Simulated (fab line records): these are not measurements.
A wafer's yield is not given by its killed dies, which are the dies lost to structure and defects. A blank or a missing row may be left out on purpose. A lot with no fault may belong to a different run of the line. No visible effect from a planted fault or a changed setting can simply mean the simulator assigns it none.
What tool caused it? | flow n5 finfet | 24 lots, 72 wafers sampled, at 4 steps of a route of 1938

== WHAT THE GAUGES READ, wafer by wafer ==
N5_STI_FIN_REVEAL_CD_MEAS_22: target cd 6.238 nm, pitch 28 nm. Usual: cd nm at 6.30 nm, with a standard deviation of 0.23.
lot  | measured    | on        | cd nm (nm)     | flag
L074 | day 2 11:31 | cd sem-03 | 5.50 6.45 6.23 |
L075 | day 2 17:46 | cd sem-03 | 6.33 6.15 6.48 |
L076 | day 3 01:08 | cd sem-03 | 6.15 6.53 6.29 |
L077 | day 3 06:11 | cd sem-03 | 6.33 6.29 6.15 |
L078 | day 3 13:49 | cd sem-02 | 6.29 6.78 6.45 |
L079 | day 3 18:44 | cd sem-01 | 6.11 6.77 6.46 |
L080 | day 4 01:41 | cd sem-03 | 6.10 6.49 6.58 |
L081 | day 4 06:59 | cd sem-03 | 6.53 6.28 6.28 |
L082 | day 4 11:53 | cd sem-02 | 5.95 5.88 6.43 |
L083 | day 4 20:24 | cd sem-02 | 6.46 6.39 6.19 |
L084 | day 5 01:06 | cd sem-03 | 6.64 6.40 6.23 |
L085 | day 5 10:32 | cd sem-02 | 6.27 6.56 6.24 |
L086 | day 5 14:45 | cd sem-02 | 6.43 5.74 6.57 |
L087 | day 5 19:49 | cd sem-03 | 5.96 6.25 6.11 |
L088 | day 6 02:37 | cd sem-03 | 6.33 6.51 6.22 |
L089 | day 6 07:13 | cd sem-01 | 5.93 6.16 6.23 |
L090 | day 6 13:01 | cd sem-01 | 6.27 6.22 6.54 |
L091 | day 6 20:05 | cd sem-01 | 6.37 6.45 6.16 |
L092 | day 6 23:40 | cd sem-03 | 6.41 6.39 5.83 |
L093 | day 7 06:10 | cd sem-03 | 6.16 6.10 6.33 |
L094 | day 7 12:16 | cd sem-01 | 6.37 6.11 6.17 |
L095 | day 7 19:47 | cd sem-02 | 6.25 6.16 6.55 |
L096 | day 8 00:47 | cd sem-01 | 5.95 6.51 5.86 |
L097 | day 8 07:17 | cd sem-02 | 6.57 6.14 6.57 |

N5_SD_EPI_N_INSPECT_11: inspects for defects (macro). Usual: raw defect count at 2.0, with a standard deviation of 1.5.
lot  | measured    | on                | raw defect count | flag
L074 | day 2 22:43 | defect inspect-02 | 2 2 1            |
L075 | day 3 05:00 | defect inspect-02 | 2 1 1            |
L076 | day 3 12:43 | defect inspect-02 | 1 3 3            |
L077 | day 3 17:22 | defect inspect-02 | 0 4 3            |
L078 | day 4 01:46 | defect inspect-02 | 2 1 5            |
L079 | day 4 05:43 | defect inspect-02 | 1 0 1            |
L080 | day 4 13:07 | defect inspect-01 | 2 2 2            |
L081 | day 4 18:48 | defect inspect-01 | 3 3 0            |
L082 | day 4 23:13 | defect inspect-02 | 2 3 1            |
L083 | day 5 08:08 | defect inspect-01 | 5 6 2            |
L084 | day 5 12:46 | defect inspect-01 | 1 0 3            |
L085 | day 5 22:02 | defect inspect-01 | 4 2 4            |
L086 | day 6 01:40 | defect inspect-01 | 3 4 3            |
L087 | day 6 06:52 | defect inspect-02 | 2 4 2            |
L088 | day 6 13:49 | defect inspect-02 | 3 4 1            |
L089 | day 6 19:59 | defect inspect-01 | 2 0 0            |
L090 | day 7 04:22 | defect inspect-02 | 2 0 2            |
L091 | day 7 11:57 | defect inspect-01 | 2 1 2            |
L092 | day 7 12:40 | defect inspect-02 | 3 1 1            |
L093 | day 7 22:23 | defect inspect-02 | 4 3 4            |
L094 | day 8 01:20 | defect inspect-01 | 3 2 0            |
L095 | day 8 07:23 | defect inspect-02 | 2 0 3            |
L096 | day 8 12:46 | defect inspect-02 | 4 0 2            |
L097 | day 8 21:41 | defect inspect-02 | 1 0 3            |

== WHICH TOOL RAN EACH LOT (tool, then ch and the chambers of the sampled wafers, then the start) ==
lot  | N5_FIN_CUT_STRIP_24               | N5_FIN_CUT_PRECLEAN_35
L074 | rie diel-06 ch 0,2,3, day 2 02:21 | vapor etch-02 ch 0,1, day 2 02:29
L075 | rie diel-05 ch 1,2, day 2 08:28   | vapor etch-02 ch 0,1, day 2 08:35
L076 | rie diel-05 ch 0,1,3, day 2 14:44 | vapor etch-02 ch 0,1, day 2 14:52
L077 | rie diel-02 ch 0,2,3, day 2 20:45 | vapor etch-02 ch 0,1, day 2 20:53
L078 | rie diel-06 ch 1,2,3, day 3 03:57 | vapor etch-02 ch 0,1, day 3 04:06
L079 | rie diel-06 ch 0,2,3, day 3 09:20 | vapor etch-02 ch 0,1, day 3 09:29
L080 | rie diel-05 ch 1,2, day 3 16:35   | vapor etch-01 ch 0,1, day 3 16:43
L081 | rie diel-05 ch 1,2, day 3 21:41   | vapor etch-01 ch 0,1, day 3 21:49
L082 | rie diel-02 ch 0,1,2, day 4 02:40 | vapor etch-01 ch 0,1, day 4 02:47
L083 | rie diel-06 ch 0,1, day 4 10:32   | vapor etch-01 ch 0,1, day 4 10:48
L084 | rie diel-02 ch 0,1, day 4 15:47   | vapor etch-01 ch 0,1, day 4 15:55
L085 | rie diel-02 ch 0,2, day 4 23:28   | vapor etch-01 ch 0,1, day 4 23:49
L086 | rie diel-02 ch 0,2,3, day 5 05:21 | vapor etch-01 ch 0,1, day 5 05:29
L087 | rie diel-06 ch 1,2, day 5 09:09   | vapor etch-01 ch 0,1, day 5 09:18
L088 | rie diel-02 ch 1,2,3, day 5 16:44 | vapor etch-01 ch 0,1, day 5 16:52
L089 | rie diel-06 ch 0,2,3, day 5 21:49 | vapor etch-02 ch 0,1, day 5 21:57
L090 | rie diel-05 ch 0,1,2, day 6 03:52 | vapor etch-01 ch 0,1, day 6 03:59
L091 | rie diel-02 ch 2,3, day 6 10:17   | vapor etch-01 ch 0,1, day 6 10:58
L092 | rie diel-06 ch 0,1,2, day 6 14:32 | vapor etch-02 ch 0,1, day 6 14:40
L093 | rie diel-05 ch 0,2,3, day 6 20:17 | vapor etch-02 ch 0,1, day 6 20:26
L094 | rie diel-05 ch 1,2, day 7 02:37   | vapor etch-01 ch 0,1, day 7 02:45
L095 | rie diel-02 ch 0,2,3, day 7 09:29 | vapor etch-01 ch 0,1, day 7 09:37
L096 | rie diel-02 ch 1,2, day 7 15:32   | vapor etch-02 ch 0,1, day 7 15:40
L097 | rie diel-02 ch 1,2, day 7 22:08   | vapor etch-02 ch 1, day 7 22:16
- N5_FIN_CUT_STRIP_24: strips in CF4.
- N5_FIN_CUT_PRECLEAN_35: cleans in vHF, time 13.3 s.

== WHAT THE TOOLS THEMSELVES READ (means of the sampled wafers that have a number; where no wafer has one, the mark that the record gives instead) ==
N5_FIN_CUT_STRIP_24. Usual: drypump motor current A 5.7 A, standard deviation 0.35; oes product au 0.76 a.u., standard deviation 0.06; rf vpp V 271.2 V, standard deviation 1.6; showerhead plenum p Torr 1.80 Torr, standard deviation 0.067; throttle valve pct 13.66 %, standard deviation 0.19.
lot  | tool        | drypump motor current A (A) | oes product au (a.u.) | rf vpp V (V) | showerhead plenum p Torr (Torr) | throttle valve pct (%) | flag
L074 | rie diel-06 | 5.7                         | 0.77                  | 271.3        | 1.78                            | 13.66                  |
L075 | rie diel-05 | 5.7                         | 0.73                  | 271.6        | 1.83                            | 13.58                  |
L076 | rie diel-05 | 5.6                         | 0.71                  | 271.3        | 1.78                            | 13.75                  |
L077 | rie diel-02 | 5.5                         | 0.77                  | 272.0        | 1.80                            | 13.54                  |
L078 | rie diel-06 | 5.7                         | 0.74                  | 269.2        | 1.71                            | 13.79                  |
L079 | rie diel-06 | 5.6                         | 0.76                  | 271.4        | 1.78                            | 13.67                  |
L080 | rie diel-05 | 5.7                         | 0.72                  | 272.1        | 1.83                            | 13.61                  |
L081 | rie diel-05 | 5.5                         | 0.70                  | 271.6        | 1.80                            | 13.79                  |
L082 | rie diel-02 | 5.8                         | 0.78                  | 272.2        | 1.83                            | 13.59                  |
L083 | rie diel-06 | 5.8                         | 0.80                  | 269.5        | 1.75                            | 13.79                  |
L084 | rie diel-02 | 6.0                         | 0.78                  | 272.4        | 1.88                            | 13.75                  |
L085 | rie diel-02 | 5.5                         | 0.77                  | 270.4        | 1.77                            | 13.46                  |
L086 | rie diel-02 | 5.5                         | 0.76                  | 270.9        | 1.79                            | 13.58                  |
L087 | rie diel-06 | 5.9                         | 0.76                  | 269.3        | 1.70                            | 13.91                  |
L088 | rie diel-02 | 5.8                         | 0.78                  | 271.9        | 1.81                            | 13.65                  |
L089 | rie diel-06 | 5.6                         | 0.75                  | 270.6        | 1.77                            | 13.71                  |
L090 | rie diel-05 | 5.8                         | 0.78                  | 271.5        | 1.80                            | 13.50                  |
L091 | rie diel-02 | 5.5                         | 0.78                  | 270.9        | 1.75                            | 13.51                  |
L092 | rie diel-06 | 5.8                         | 0.77                  | 270.0        | 1.76                            | 13.80                  |
L093 | rie diel-05 | 5.9                         | 0.80                  | 272.4        | 1.81                            | 13.44                  |
L094 | rie diel-05 | 5.8                         | 0.78                  | 271.1        | 1.82                            | 13.46                  |
L095 | rie diel-02 | 5.5                         | 0.75                  | 270.6        | 1.79                            | 13.61                  |
L096 | rie diel-02 | 5.8                         | 0.78                  | 270.9        | 1.78                            | 13.58                  |
L097 | rie diel-02 | 6.0                         | 0.78                  | 272.4        | 1.84                            | 13.74                  |

N5_FIN_CUT_PRECLEAN_35. Usual: drypump motor current A at 5.39 A, with a standard deviation of 0.26.
lot  | tool          | drypump motor current A (A) | flag
L074 | vapor etch-02 | 5.55                        |
L075 | vapor etch-02 | 5.30                        |
L076 | vapor etch-02 | 5.31                        |
L077 | vapor etch-02 | 5.30                        |
L078 | vapor etch-02 | 5.33                        |
L079 | vapor etch-02 | 5.56                        |
L080 | vapor etch-01 | 5.33                        |
L081 | vapor etch-01 | 5.34                        |
L082 | vapor etch-01 | 5.34                        |
L083 | vapor etch-01 | 5.34                        |
L084 | vapor etch-01 | 5.35                        |
L085 | vapor etch-01 | 5.37                        |
L086 | vapor etch-01 | 5.34                        |
L087 | vapor etch-01 | 5.34                        |
L088 | vapor etch-01 | 5.32                        |
L089 | vapor etch-02 | 5.59                        |
L090 | vapor etch-01 | 5.33                        |
L091 | vapor etch-01 | 5.32                        |
L092 | vapor etch-02 | 5.30                        |
L093 | vapor etch-02 | 5.31                        |
L094 | vapor etch-01 | 5.37                        |
L095 | vapor etch-01 | 5.33                        |
L096 | vapor etch-02 | 5.30                        |
L097 | vapor etch-02 | 5.08                        |

== THE ANSWER, worked out from the rows above alone ==
Rule: take the mean of a lot's wafers that have a number; if it is more than 3 standard deviations from the usual mean, the lot is off. Also off: a lot with no number at a reading for which 4 or more lots have one. Any other lot the step has rows for is counted as sound. Order of review: gauges by route order, followed by the tools' own readings, for which a lot's mean as printed above is used. At the first step where some lot is off, the reading lying furthest off is the one used; lots without a number count as furthest.
Nothing can be told from this: no lot is off at any reading shown.

== WHAT THE SIMULATOR PUT IN ==
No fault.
